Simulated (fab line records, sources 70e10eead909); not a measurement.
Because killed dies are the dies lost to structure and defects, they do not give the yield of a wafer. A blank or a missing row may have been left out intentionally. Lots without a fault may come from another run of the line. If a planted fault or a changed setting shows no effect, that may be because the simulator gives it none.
Chamber matching -- flow nand_harc -- 4 sister chambers for NHARC_P_M1_CMP_23 on cmp-02
The step polishes, t overpolish 20 s, target thk 157.82 nm. 4 wafers are shown with their chamber, then 7 later ones without.

## WAFERS PAIRED WITH THEIR CHAMBERS
wafer,chamber,motor_current_A (A)
L078.5,0,10.3
L078.6,1,10.9
L080.1,3,12.1
L080.4,2,13.3

## WAFERS MISSING THEIR CHAMBER
wafer,motor_current_A (A)
L080.5,12.6
L093.1,10.1
L093.2,12.9
L093.6,10.7
L093.3,12.9
L093.4,10.9
L093.5,11.7

## CHAMBER TAKEN BY EACH
wafer,from the rows above,in truth
L080.5,can't be placed: 3 or 2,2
L093.1,can't be placed: 0 or 1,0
L093.2,can't be placed: 2 or 3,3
L093.6,can't be placed: 1 or 0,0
L093.3,can't be placed: 2 or 3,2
L093.4,can't be placed: 1 or 0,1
L093.5,can't be placed: 3 or 1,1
Correctly placed: 0 of 7. Cannot be placed on the basis of these rows: 7; the candidates contain the true chamber in 7. Number placed wrongly: 0.
How it was worked out, from the rows above alone: a wafer's distance from a chamber is the root of the sum, over the readings, of the square of ((its reading less the chamber's mean) divided by the reading's scatter). If the next closest chamber is less than 2 further off than the closest, the wafer can't be placed; otherwise it belongs to the closest. The mean given for a chamber averages the wafers shown for that chamber. The scatter: root of mean squared gap, hidden wafer to nearest shown wafer, with one shown wafer a chamber.
